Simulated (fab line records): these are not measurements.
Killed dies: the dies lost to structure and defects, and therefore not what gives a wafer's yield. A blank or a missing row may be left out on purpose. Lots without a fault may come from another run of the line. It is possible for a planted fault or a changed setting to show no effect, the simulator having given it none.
Chamber matching | flow n5Finfet | 3 sister chambers for N5_BEOL_M9_PECVD_70 on pecvd-01
The step deposits SiO2 from TEOS/O2, target thk 20 nm, time 22.7 s. 20 wafers are shown with their chamber, then 10 later ones without.

WAFERS WITH THEIR CHAMBER
wafer  | chamber | showerheadPlenumPTorr (Torr) | throttleValvePct (%) | heaterPowerW (W)
L074.1 | 2       | 8.84                         | 22.7                 | 731
L074.3 | 0       | 8.86                         | 21.0                 | 683
L074.5 | 0       | 8.88                         | 21.4                 | 675
L075.2 | 0       | 8.86                         | 21.1                 | 669
L075.4 | 0       | 8.87                         | 20.7                 | 690
L075.6 | 1       | 8.67                         | 22.1                 | 613
L076.2 | 0       | 8.86                         | 21.2                 | 580
L076.4 | 0       | 8.87                         | 21.3                 | 584
L076.6 | 0       | 8.88                         | 21.2                 | 580
L086.1 | 0       | 8.84                         | 21.1                 | 632
L086.3 | 1       | 8.69                         | 22.7                 | 615
L086.5 | 0       | 8.85                         | 21.1                 | 629
L088.3 | 1       | 8.69                         | 22.9                 | 652
L088.5 | 0       | 8.87                         | 21.4                 | 581
L088.6 | 2       | 8.80                         | 20.5                 | 718
L089.1 | 2       | 8.80                         | 20.7                 | 603
L089.2 | 1       | 8.69                         | 22.5                 | 569
L089.5 | 0       | 8.86                         | 21.0                 | 652
L090.2 | 2       | 8.80                         | 20.3                 | 629
L090.4 | 2       | 8.81                         | 20.8                 | 638

SIGNATURES (means of the wafers above)
reading               | chamber 0 | chamber 1 | chamber 2 | scatter within a chamber
showerheadPlenumPTorr | 8.8636    | 8.6850    | 8.8100    | 0.0132
throttleValvePct      | 21.136    | 22.550    | 21.000    | 0.515
heaterPowerW          | 632.27    | 612.25    | 663.80    | 46.3
Rule: a wafer's distance from a chamber is the root of the sum, over the readings, of the square of ((its reading less the chamber's mean) divided by the reading's scatter). The wafer belongs to the nearest chamber; if the next one is less than 2 further off, it can't be placed. How the scatter is found: for the shown wafers, subtract from each reading the mean of its chamber, square and add these, divide the total by (wafers less chambers), then take the root.

WAFERS WHOSE CHAMBER IS MISSING
wafer  | showerheadPlenumPTorr (Torr) | throttleValvePct (%) | heaterPowerW (W)
L090.6 | 8.86                         | 21.3                 | 600
L091.1 | 8.89                         | 21.3                 | 680
L091.2 | 8.68                         | 22.7                 | 619
L091.6 | 8.80                         | 20.7                 | 636
L092.1 | 8.81                         | 20.4                 | 758
L092.2 | 8.87                         | 21.4                 | 625
L092.3 | 8.67                         | 22.3                 | 705
L094.2 | 8.88                         | 21.1                 | 624
L094.3 | 8.80                         | 20.8                 | 695
L094.5 | 8.68                         | 22.6                 | 656

WHICH CHAMBER EACH ONE RAN IN
wafer  | from the rows above | in truth
L090.6 | 0                   | 0
L091.1 | 0                   | 0
L091.2 | 1                   | 1
L091.6 | 2                   | 2
L092.1 | 2                   | 2
L092.2 | 0                   | 0
L092.3 | 1                   | 1
L094.2 | 0                   | 0
L094.3 | 2                   | 2
L094.5 | 1                   | 1
Correctly placed: 10 of 10. Can't be placed from these rows: 0. 0 placed wrongly.
